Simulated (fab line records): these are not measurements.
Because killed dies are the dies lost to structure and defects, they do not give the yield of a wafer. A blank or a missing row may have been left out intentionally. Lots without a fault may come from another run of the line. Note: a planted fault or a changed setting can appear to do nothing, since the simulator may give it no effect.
Which of the tools did it? | flow n5-finfet | 30 wafers sampled from 10 lots at 1 step of a route of 1938

WHAT THE GAUGES READ, wafer by wafer
N5_WELL_APT_CD_MEAS_08: the cd target is 200 nm.
lot  | measured    | on        | cd-nm (nm)
L275 | day 1 19:37 | cd-sem-03 | 199.3 196.7 197.3
L278 | day 2 13:40 | cd-sem-02 | 200.9 200.0 204.9
L281 | day 3 07:41 | cd-sem-02 | 196.4 201.2 199.2
L282 | day 3 14:13 | cd-sem-01 | 201.7 197.5 201.2
L284 | day 4 01:50 | cd-sem-01 | 204.3 203.2 206.5
L285 | day 4 07:41 | cd-sem-02 | 203.2 198.1 198.2
L288 | day 5 01:50 | cd-sem-03 | 197.4 199.7 197.7
L292 | day 6 01:41 | cd-sem-01 | 199.8 198.1 203.0
L294 | day 6 18:06 | cd-sem-02 | 198.8 199.8 200.8
L296 | day 7 01:41 | cd-sem-03 | 202.3 200.5 198.9

TOOL THAT RAN EACH LOT (tool first, then ch and the chambers of the sampled wafers, then the start)
No process step before these readings appears in the record.

THE ANSWER, worked out from the rows above alone
Rule: what is usual is taken from the lots themselves. Put in order of their means at a reading, lots are off if they are a third of the lots or fewer, leave a main group of 4 or more, and stand apart from it by a gap of 3 or more times the standard deviation of the main group's means; of several such gaps the widest counts. A main group whose means are all the same, to the digits that the tables above print for the reading, isn't used. A lot without any number at a reading at which 4 lots or more have one is off too. Any other lot the step has rows for is counted as sound.
None of the lots is off at any reading shown; this tells nothing.

WHAT WAS PUT IN BY THE SIMULATOR
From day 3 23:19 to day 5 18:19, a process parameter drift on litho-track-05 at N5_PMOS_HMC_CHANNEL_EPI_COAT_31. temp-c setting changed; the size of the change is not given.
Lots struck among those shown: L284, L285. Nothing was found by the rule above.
